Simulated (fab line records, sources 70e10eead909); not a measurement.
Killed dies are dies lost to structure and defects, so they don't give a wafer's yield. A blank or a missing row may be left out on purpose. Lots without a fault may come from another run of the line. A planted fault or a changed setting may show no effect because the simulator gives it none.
Chamber matching | flow nand_harc | NHARC_P_ZERO_WELL_ETCH_65 on rie_diel-09: 3 sister chambers
The step etches the open film in N2/H2, target depth 80 nm, overetch 24 nm, time 87.88 s. 14 wafers are shown with their chamber, then 5 later ones without.

WAFERS WITH THEIR CHAMBER
wafer  | chamber | drypump_motor_current_A (A) | showerhead_plenum_p_Torr (Torr) | rf_vpp_V (V)
L701.3 | 0       | 5.2                         | 2.06                            | 430.9
L701.5 | 3       | 5.9                         | 1.97                            | 429.3
L701.6 | 0       | 5.2                         | 2.06                            | 429.9
L702.1 | 1       | 6.1                         | 2.14                            | 432.3
L702.2 | 0       | 5.2                         | 2.06                            | 431.2
L702.5 | 3       | 5.9                         | 1.97                            | 429.8
L706.2 | 0       | 5.2                         | 2.05                            | 430.4
L706.3 | 3       | 5.9                         | 1.97                            | 428.6
L706.5 | 0       | 5.2                         | 2.05                            | 431.1
L710.3 | 0       | 5.2                         | 2.05                            | 430.9
L710.5 | 0       | 5.2                         | 2.05                            | 430.1
L710.6 | 1       | 6.2                         | 2.13                            | 434.5
L717.3 | 3       | 5.9                         | 1.95                            | 427.8
L717.5 | 3       | 5.9                         | 1.95                            | 427.6

SIGNATURES (means of the wafers above)
reading                  | chamber 0 | chamber 1 | chamber 3 | scatter within a chamber
drypump_motor_current_A  | 5.200     | 6.150     | 5.900     | 0.0213
showerhead_plenum_p_Torr | 2.0543    | 2.1350    | 1.9620    | 0.00799
rf_vpp_V                 | 430.643   | 433.400   | 428.620   | 0.828
Rule: a wafer's distance from a chamber is the root of the sum, over the readings, of the square of ((its reading less the chamber's mean) divided by the reading's scatter). The wafer belongs to the nearest chamber; if the next one is less than 2 further off, it can't be placed. The scatter: the root of (the sum of the squares of (reading less its chamber's mean) over the shown wafers, divided by (wafers less chambers)).

WAFERS WITHOUT THEIR CHAMBER
wafer  | drypump_motor_current_A (A) | showerhead_plenum_p_Torr (Torr) | rf_vpp_V (V)
L717.6 | 5.2                         | 2.04                            | 428.7
L721.3 | 5.9                         | 1.95                            | 427.6
L721.5 | 5.2                         | 2.04                            | 430.8
L723.4 | 6.2                         | 2.12                            | 433.2
L723.5 | 5.9                         | 1.95                            | 428.0

WHICH CHAMBER EACH WENT THROUGH
wafer  | from the rows above | in truth
L717.6 | 0                   | 0
L721.3 | 3                   | 3
L721.5 | 0                   | 0
L723.4 | 1                   | 1
L723.5 | 3                   | 3
Placed correctly: 5 of 5. Can't be placed from these rows: 0. Placed wrongly: 0.
